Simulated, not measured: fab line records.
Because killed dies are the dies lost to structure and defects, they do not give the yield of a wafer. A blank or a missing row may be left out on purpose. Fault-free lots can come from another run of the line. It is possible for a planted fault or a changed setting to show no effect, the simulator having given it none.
Matching of chambers + flow n5 finfet + cvd co-01 running N5_BEOL_M5_PRE_CLEAN_77: 3 sister chambers
The step time 15 s. 20 wafers are shown with their chamber, then 10 later ones without.

## EACH WAFER AND ITS CHAMBER
| wafer  | chamber | heater power w (W) | rf fwd power W (W) |
|--------|---------|--------------------|--------------------|
| L079.1 | 0       | 82                 | 297.5              |
| L079.4 | 0       | 83                 | 297.4              |
| L079.5 | 1       | 94                 | 295.0              |
| L080.3 | 1       | 95                 | 296.1              |
| L080.4 | 0       | 82                 | 296.9              |
| L080.5 | 1       | 96                 | 295.9              |
| L083.1 | 2       | 71                 | 296.0              |
| L083.2 | 0       | 81                 | 297.2              |
| L083.3 | 1       | 95                 | 296.4              |
| L083.4 | 2       | 72                 | 295.1              |
| L083.5 | 0       | 80                 | 298.3              |
| L083.6 | 1       | 95                 | 296.4              |
| L086.3 | 2       | 72                 | 296.5              |
| L086.5 | 1       | 94                 | 298.4              |
| L086.6 | 2       | 73                 | 296.1              |
| L085.3 | 0       | 80                 | 299.1              |
| L085.4 | 2       | 73                 | 297.4              |
| L085.5 | 1       | 95                 | 295.7              |
| L090.1 | 0       | 82                 | 297.2              |
| L090.2 | 1       | 95                 | 297.1              |

SIGNATURES, as means of the wafers listed above
| reading        | chamber 0 | chamber 1 | chamber 2 | scatter within a chamber |
|----------------|-----------|-----------|-----------|--------------------------|
| heater power w | 81.43     | 94.88     | 72.20     | 0.887                    |
| rf fwd power W | 297.657   | 296.375   | 296.220   | 0.896                    |
Rule: a wafer's distance from a chamber is the root of the sum, over the readings, of the square of ((its reading less the chamber's mean) divided by the reading's scatter). If the next closest chamber is less than 2 further off than the closest, the wafer can't be placed; otherwise it belongs to the closest. How the scatter is found: for the shown wafers, subtract from each reading the mean of its chamber, square and add these, divide the total by (wafers less chambers), then take the root.

## WAFERS MISSING THEIR CHAMBER
| wafer  | heater power w (W) | rf fwd power W (W) |
|--------|--------------------|--------------------|
| L090.3 | 73                 | 296.2              |
| L089.1 | 73                 | 298.2              |
| L089.3 | 81                 | 296.4              |
| L089.4 | 71                 | 298.2              |
| L095.4 | 80                 | 296.7              |
| L095.5 | 74                 | 297.5              |
| L095.6 | 97                 | 297.0              |
| L094.3 | 74                 | 296.6              |
| L094.4 | 74                 | 297.9              |
| L094.6 | 98                 | 295.2              |

## EACH ONE'S CHAMBER
| wafer  | from the rows above | in truth |
|--------|---------------------|----------|
| L090.3 | 2                   | 2        |
| L089.1 | 2                   | 2        |
| L089.3 | 0                   | 0        |
| L089.4 | 2                   | 2        |
| L095.4 | 0                   | 0        |
| L095.5 | 2                   | 2        |
| L095.6 | 1                   | 1        |
| L094.3 | 2                   | 2        |
| L094.4 | 2                   | 2        |
| L094.6 | 1                   | 1        |
Correct placement for 10 of the 10. Number that these rows cannot place: 0. Wrongly placed: 0.
